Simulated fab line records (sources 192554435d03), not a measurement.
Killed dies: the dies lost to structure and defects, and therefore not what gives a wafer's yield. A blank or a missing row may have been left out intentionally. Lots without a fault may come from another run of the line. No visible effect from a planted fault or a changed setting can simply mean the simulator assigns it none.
What tool caused it? / flow n5_finfet / 12 lots with 34 wafers sampled at 5 steps, on a route of 1938 steps

== WHAT THE GAUGES READ, wafer by wafer ==
The record lacks any reading of a measuring or inspecting step that a usual standard deviation could be used to judge.

== EACH LOT AND THE TOOL THAT RAN IT (in order: tool; ch and the chambers of the sampled wafers; start) ==
lot=L662; N5_HKMG_FIN_ALD_72=cvd_w-01 ch 0,1, day 4 22:57; N5_HKMG_FIN_CMP_23=cmp-02 ch 2,3, day 4 23:07; N5_GATE_CUT_ETCHBACK_30=rie_metal-03 ch 0, day 5 00:17; N5_GATE_CUT_HM_DEP_46=pecvd-02 ch 1,2, day 5 03:20; N5_PASSIVATION_PROBE_49=-
lot=L663; N5_HKMG_FIN_ALD_72=cvd_w-01 ch 0,1, day 5 01:05; N5_HKMG_FIN_CMP_23=cmp-04 ch 0,1,3, day 5 01:25; N5_GATE_CUT_ETCHBACK_30=rie_metal-01 ch 0,1, day 5 02:13; N5_GATE_CUT_HM_DEP_46=pecvd-01 ch 0,2, day 5 05:37; N5_PASSIVATION_PROBE_49=-
lot=L666; N5_HKMG_FIN_ALD_72=cvd_w-01 ch 0,1, day 5 21:01; N5_HKMG_FIN_CMP_23=cmp-02 ch 1,3, day 5 21:19; N5_GATE_CUT_ETCHBACK_30=rie_metal-03 ch 1, day 5 22:21; N5_GATE_CUT_HM_DEP_46=pecvd-02 ch 0,2, day 6 01:31; N5_PASSIVATION_PROBE_49=-
lot=L668; N5_HKMG_FIN_ALD_72=cvd_w-02 ch 0,1, day 6 06:54; N5_HKMG_FIN_CMP_23=cmp-02 ch 2,3, day 6 07:17; N5_GATE_CUT_ETCHBACK_30=rie_metal-02 ch 0,1, day 6 08:01; N5_GATE_CUT_HM_DEP_46=pecvd-03 ch 1,2, day 6 11:02; N5_PASSIVATION_PROBE_49=-
lot=L669; N5_HKMG_FIN_ALD_72=cvd_w-02 ch 0,1, day 6 14:29; N5_HKMG_FIN_CMP_23=cmp-03 ch 0,3, day 6 14:44; N5_GATE_CUT_ETCHBACK_30=rie_metal-02 ch 0,1, day 6 15:43; N5_GATE_CUT_HM_DEP_46=pecvd-03 ch 1,2, day 6 18:44; N5_PASSIVATION_PROBE_49=prober-02, day 16 02:41
lot=L670; N5_HKMG_FIN_ALD_72=cvd_w-01 ch 0,1, day 6 18:52; N5_HKMG_FIN_CMP_23=cmp-04 ch 0,1, day 6 19:07; N5_GATE_CUT_ETCHBACK_30=rie_metal-01 ch 0,1, day 6 20:00; N5_GATE_CUT_HM_DEP_46=pecvd-02 ch 0,1, day 6 23:01; N5_PASSIVATION_PROBE_49=-
lot=L671; N5_HKMG_FIN_ALD_72=cvd_w-02 ch 0,1, day 7 04:35; N5_HKMG_FIN_CMP_23=cmp-02 ch 0,1,3, day 7 04:50; N5_GATE_CUT_ETCHBACK_30=rie_metal-01 ch 0, day 7 05:42; N5_GATE_CUT_HM_DEP_46=pecvd-03 ch 0,1,2, day 7 08:46; N5_PASSIVATION_PROBE_49=-
lot=L675; N5_HKMG_FIN_ALD_72=cvd_w-01 ch 0,1, day 8 07:20; N5_HKMG_FIN_CMP_23=cmp-04 ch 2,3, day 8 07:32; N5_GATE_CUT_ETCHBACK_30=rie_metal-01 ch 0, day 8 08:30; N5_GATE_CUT_HM_DEP_46=pecvd-03 ch 0,1,2, day 8 11:30; N5_PASSIVATION_PROBE_49=-
lot=L676; N5_HKMG_FIN_ALD_72=cvd_w-02 ch 0,1, day 8 09:18; N5_HKMG_FIN_CMP_23=cmp-04 ch 0,1,3, day 8 09:33; N5_GATE_CUT_ETCHBACK_30=rie_metal-01 ch 0,1, day 8 10:26; N5_GATE_CUT_HM_DEP_46=pecvd-02 ch 0,1,2, day 8 14:01; N5_PASSIVATION_PROBE_49=-
lot=L681; N5_HKMG_FIN_ALD_72=cvd_w-01 ch 0,1, day 9 16:16; N5_HKMG_FIN_CMP_23=cmp-02 ch 0,1, day 9 16:30; N5_GATE_CUT_ETCHBACK_30=rie_metal-02 ch 0,1, day 9 17:23; N5_GATE_CUT_HM_DEP_46=pecvd-03 ch 0,1,2, day 9 20:23; N5_PASSIVATION_PROBE_49=-
lot=L682; N5_HKMG_FIN_ALD_72=cvd_w-02 ch 0,1, day 9 20:47; N5_HKMG_FIN_CMP_23=cmp-02 ch 0,3, day 9 21:02; N5_GATE_CUT_ETCHBACK_30=rie_metal-02 ch 0,1, day 9 21:54; N5_GATE_CUT_HM_DEP_46=pecvd-01 ch 0,1, day 10 00:54; N5_PASSIVATION_PROBE_49=-
lot=L683; N5_HKMG_FIN_ALD_72=cvd_w-02 ch 1, day 10 03:14; N5_HKMG_FIN_CMP_23=cmp-03 ch 1,2, day 10 03:29; N5_GATE_CUT_ETCHBACK_30=rie_metal-03 ch 0,1, day 10 04:21; N5_GATE_CUT_HM_DEP_46=pecvd-01 ch 0,1, day 10 07:21; N5_PASSIVATION_PROBE_49=-
- N5_HKMG_FIN_ALD_72: deposits W, target thk 2 nm, pulse time 1 s, purge time 2 s.
- N5_HKMG_FIN_CMP_23: polishes, stops on SiNx, t overpolish 10 s, target thk 46.326 nm.
- N5_GATE_CUT_ETCHBACK_30: etches TiN in Cl2/Ar, target depth 3 nm.
- N5_GATE_CUT_HM_DEP_46: deposits SiO2 from TEOS/O2, target thk 130 nm, time 26.6 s.
- N5_PASSIVATION_PROBE_49

== AS READ BY THE TOOLS THEMSELVES (means over the sampled wafers that have a number; for cases with no such wafer, the mark the record gives instead) ==
N5_HKMG_FIN_ALD_72. Usual: heater_power_w 519 W, standard deviation 46; precursor_pulse_height_rel 1.002, standard deviation 0.019.
lot=L662; tool=cvd_w-01; heater_power_w (W)=470; precursor_pulse_height_rel=0.995; flag=
lot=L663; tool=cvd_w-01; heater_power_w (W)=509; precursor_pulse_height_rel=1.008; flag=
lot=L666; tool=cvd_w-01; heater_power_w (W)=484; precursor_pulse_height_rel=0.995; flag=
lot=L668; tool=cvd_w-02; heater_power_w (W)=540; precursor_pulse_height_rel=1.003; flag=
lot=L669; tool=cvd_w-02; heater_power_w (W)=535; precursor_pulse_height_rel=1.010; flag=
lot=L670; tool=cvd_w-01; heater_power_w (W)=508; precursor_pulse_height_rel=1.013; flag=
lot=L671; tool=cvd_w-02; heater_power_w (W)=535; precursor_pulse_height_rel=1.006; flag=
lot=L675; tool=cvd_w-01; heater_power_w (W)=512; precursor_pulse_height_rel=0.986; flag=
lot=L676; tool=cvd_w-02; heater_power_w (W)=543; precursor_pulse_height_rel=1.006; flag=
lot=L681; tool=cvd_w-01; heater_power_w (W)=516; precursor_pulse_height_rel=0.996; flag=
lot=L682; tool=cvd_w-02; heater_power_w (W)=547; precursor_pulse_height_rel=0.994; flag=
lot=L683; tool=cvd_w-02; heater_power_w (W)=540; precursor_pulse_height_rel=1.011; flag=

N5_HKMG_FIN_CMP_23. Usual: edge_zone_pressure_frac 0.999, standard deviation 0.0048; motor_current_A 12.1 A, standard deviation 1.4; overpolish_run_s 10.000 s, standard deviation 0.0086; time_to_endpoint_s 11.1 s, standard deviation 2.4.
lot=L662; tool=cmp-02; edge_zone_pressure_frac=0.999; motor_current_A (A)=12.6; overpolish_run_s (s)=9.999; time_to_endpoint_s (s)=9.2; flag=
lot=L663; tool=cmp-04; edge_zone_pressure_frac=1.000; motor_current_A (A)=12.2; overpolish_run_s (s)=9.990; time_to_endpoint_s (s)=9.4; flag=
lot=L666; tool=cmp-02; edge_zone_pressure_frac=1.004; motor_current_A (A)=11.6; overpolish_run_s (s)=9.992; time_to_endpoint_s (s)=11.7; flag=
lot=L668; tool=cmp-02; edge_zone_pressure_frac=0.995; motor_current_A (A)=12.6; overpolish_run_s (s)=10.006; time_to_endpoint_s (s)=9.9; flag=
lot=L669; tool=cmp-03; edge_zone_pressure_frac=0.996; motor_current_A (A)=11.9; overpolish_run_s (s)=9.987; time_to_endpoint_s (s)=11.1; flag=
lot=L670; tool=cmp-04; edge_zone_pressure_frac=0.997; motor_current_A (A)=11.4; overpolish_run_s (s)=9.998; time_to_endpoint_s (s)=12.1; flag=
lot=L671; tool=cmp-02; edge_zone_pressure_frac=0.999; motor_current_A (A)=12.0; overpolish_run_s (s)=9.997; time_to_endpoint_s (s)=7.4; flag=
lot=L675; tool=cmp-04; edge_zone_pressure_frac=1.000; motor_current_A (A)=11.4; overpolish_run_s (s)=10.004; time_to_endpoint_s (s)=12.2; flag=
lot=L676; tool=cmp-04; edge_zone_pressure_frac=0.998; motor_current_A (A)=12.2; overpolish_run_s (s)=10.002; time_to_endpoint_s (s)=12.2; flag=
lot=L681; tool=cmp-02; edge_zone_pressure_frac=0.999; motor_current_A (A)=12.0; overpolish_run_s (s)=9.997; time_to_endpoint_s (s)=10.8; flag=
lot=L682; tool=cmp-02; edge_zone_pressure_frac=0.996; motor_current_A (A)=12.2; overpolish_run_s (s)=10.002; time_to_endpoint_s (s)=10.0; flag=
lot=L683; tool=cmp-03; edge_zone_pressure_frac=1.003; motor_current_A (A)=13.2; overpolish_run_s (s)=10.003; time_to_endpoint_s (s)=12.9; flag=

N5_GATE_CUT_ETCHBACK_30. Usual: bias_w 60.00 W, standard deviation 0.17; chamber_pressure_mTorr 9.999 mTorr, standard deviation 0.0088; drypump_motor_current_A 5.9 A, standard deviation 0.42; oes_product_au 0.82 a.u., standard deviation 0.1; throttle_valve_pct 20.91 %, standard deviation 0.27.
lot=L662; tool=rie_metal-03; bias_w (W)=59.99; chamber_pressure_mTorr (mTorr)=10.001; drypump_motor_current_A (A)=5.7; oes_product_au (a.u.)=0.59; throttle_valve_pct (%)=21.12; flag=
lot=L663; tool=rie_metal-01; bias_w (W)=60.10; chamber_pressure_mTorr (mTorr)=10.002; drypump_motor_current_A (A)=5.9; oes_product_au (a.u.)=0.76; throttle_valve_pct (%)=20.89; flag=
lot=L666; tool=rie_metal-03; bias_w (W)=60.03; chamber_pressure_mTorr (mTorr)=10.003; drypump_motor_current_A (A)=5.8; oes_product_au (a.u.)=1.00; throttle_valve_pct (%)=20.51; flag=
lot=L668; tool=rie_metal-02; bias_w (W)=60.07; chamber_pressure_mTorr (mTorr)=10.002; drypump_motor_current_A (A)=5.7; oes_product_au (a.u.)=0.92; throttle_valve_pct (%)=20.92; flag=
lot=L669; tool=rie_metal-02; bias_w (W)=60.09; chamber_pressure_mTorr (mTorr)=9.998; drypump_motor_current_A (A)=5.9; oes_product_au (a.u.)=0.92; throttle_valve_pct (%)=20.91; flag=
lot=L670; tool=rie_metal-01; bias_w (W)=60.00; chamber_pressure_mTorr (mTorr)=9.997; drypump_motor_current_A (A)=6.0; oes_product_au (a.u.)=0.74; throttle_valve_pct (%)=21.10; flag=
lot=L671; tool=rie_metal-01; bias_w (W)=59.73; chamber_pressure_mTorr (mTorr)=9.999; drypump_motor_current_A (A)=5.7; oes_product_au (a.u.)=0.76; throttle_valve_pct (%)=20.70; flag=
lot=L675; tool=rie_metal-01; bias_w (W)=-; chamber_pressure_mTorr (mTorr)=-; drypump_motor_current_A (A)=-; oes_product_au (a.u.)=-; throttle_valve_pct (%)=-; flag=OFF
lot=L676; tool=rie_metal-01; bias_w (W)=-; chamber_pressure_mTorr (mTorr)=-; drypump_motor_current_A (A)=-; oes_product_au (a.u.)=-; throttle_valve_pct (%)=-; flag=OFF
lot=L681; tool=rie_metal-02; bias_w (W)=59.99; chamber_pressure_mTorr (mTorr)=9.995; drypump_motor_current_A (A)=5.5; oes_product_au (a.u.)=0.88; throttle_valve_pct (%)=20.97; flag=
lot=L682; tool=rie_metal-02; bias_w (W)=60.13; chamber_pressure_mTorr (mTorr)=9.996; drypump_motor_current_A (A)=6.0; oes_product_au (a.u.)=0.88; throttle_valve_pct (%)=20.92; flag=
lot=L683; tool=rie_metal-03; bias_w (W)=59.91; chamber_pressure_mTorr (mTorr)=10.001; drypump_motor_current_A (A)=5.8; oes_product_au (a.u.)=0.91; throttle_valve_pct (%)=20.60; flag=

N5_GATE_CUT_HM_DEP_46. Usual: heater_power_w 506 W, standard deviation 71; showerhead_plenum_p_Torr 8.34 Torr, standard deviation 0.038; throttle_valve_pct 18.6 %, standard deviation 0.74.
lot=L662; tool=pecvd-02; heater_power_w (W)=607; showerhead_plenum_p_Torr (Torr)=8.33; throttle_valve_pct (%)=18.6; flag=
lot=L663; tool=pecvd-01; heater_power_w (W)=514; showerhead_plenum_p_Torr (Torr)=8.30; throttle_valve_pct (%)=19.4; flag=
lot=L666; tool=pecvd-02; heater_power_w (W)=479; showerhead_plenum_p_Torr (Torr)=8.37; throttle_valve_pct (%)=18.2; flag=
lot=L668; tool=pecvd-03; heater_power_w (W)=472; showerhead_plenum_p_Torr (Torr)=8.38; throttle_valve_pct (%)=18.6; flag=
lot=L669; tool=pecvd-03; heater_power_w (W)=530; showerhead_plenum_p_Torr (Torr)=8.37; throttle_valve_pct (%)=18.8; flag=
lot=L670; tool=pecvd-02; heater_power_w (W)=559; showerhead_plenum_p_Torr (Torr)=8.35; throttle_valve_pct (%)=18.7; flag=
lot=L671; tool=pecvd-03; heater_power_w (W)=503; showerhead_plenum_p_Torr (Torr)=8.35; throttle_valve_pct (%)=18.5; flag=
lot=L675; tool=pecvd-03; heater_power_w (W)=489; showerhead_plenum_p_Torr (Torr)=8.34; throttle_valve_pct (%)=18.4; flag=
lot=L676; tool=pecvd-02; heater_power_w (W)=534; showerhead_plenum_p_Torr (Torr)=8.35; throttle_valve_pct (%)=18.5; flag=
lot=L681; tool=pecvd-03; heater_power_w (W)=525; showerhead_plenum_p_Torr (Torr)=8.36; throttle_valve_pct (%)=18.4; flag=
lot=L682; tool=pecvd-01; heater_power_w (W)=415; showerhead_plenum_p_Torr (Torr)=8.29; throttle_valve_pct (%)=19.0; flag=
lot=L683; tool=pecvd-01; heater_power_w (W)=513; showerhead_plenum_p_Torr (Torr)=8.31; throttle_valve_pct (%)=19.0; flag=

N5_PASSIVATION_PROBE_49. Usual: killed_at_M0_to_M3 35, standard deviation 11; killed_at_M4_up 14, standard deviation 5.4; killed_at_contacts 13, standard deviation 6; killed_at_front_end 38, standard deviation 11; killed_at_other 3.4, standard deviation 2.6; killed_dies 104, standard deviation 19; killed_open 68, standard deviation 13; killed_short 34, standard deviation 8.5.
lot=L669 tool=prober-02 killed_at_M0_to_M3=37 killed_at_M4_up=9 killed_at_contacts=4 killed_at_front_end=26 killed_at_other=5.3 killed_dies=82 killed_open=48 killed_short=33 flag=

== THE ANSWER, worked out from the rows above alone ==
Rule: a lot is off if the mean of its wafers that have a number lies more than 3 standard deviations from the usual mean. Also off: a lot with no number at a reading for which 4 or more lots have one. Where the step has rows for the other lots, those lots are counted as sound. The gauges are gone through in route order, then the tools' own readings, and for those a lot's mean is taken as printed above. At the first step where some lot is off, the reading lying furthest off is the one used; lots without a number count as furthest.
Off: L675, L676 (N5_GATE_CUT_ETCHBACK_30, bias_w). Without a number there: L675, L676.
If a tool, at that step or one of the process steps before it, ran each lot that is off and ran no sound lot following the first of them, it fits. 2 tools fit, cmp-04 at N5_HKMG_FIN_CMP_23 and rie_metal-01 at N5_GATE_CUT_ETCHBACK_30, so this cannot tell which one it is.

== WHAT THE SIMULATOR HAD INSERTED ==
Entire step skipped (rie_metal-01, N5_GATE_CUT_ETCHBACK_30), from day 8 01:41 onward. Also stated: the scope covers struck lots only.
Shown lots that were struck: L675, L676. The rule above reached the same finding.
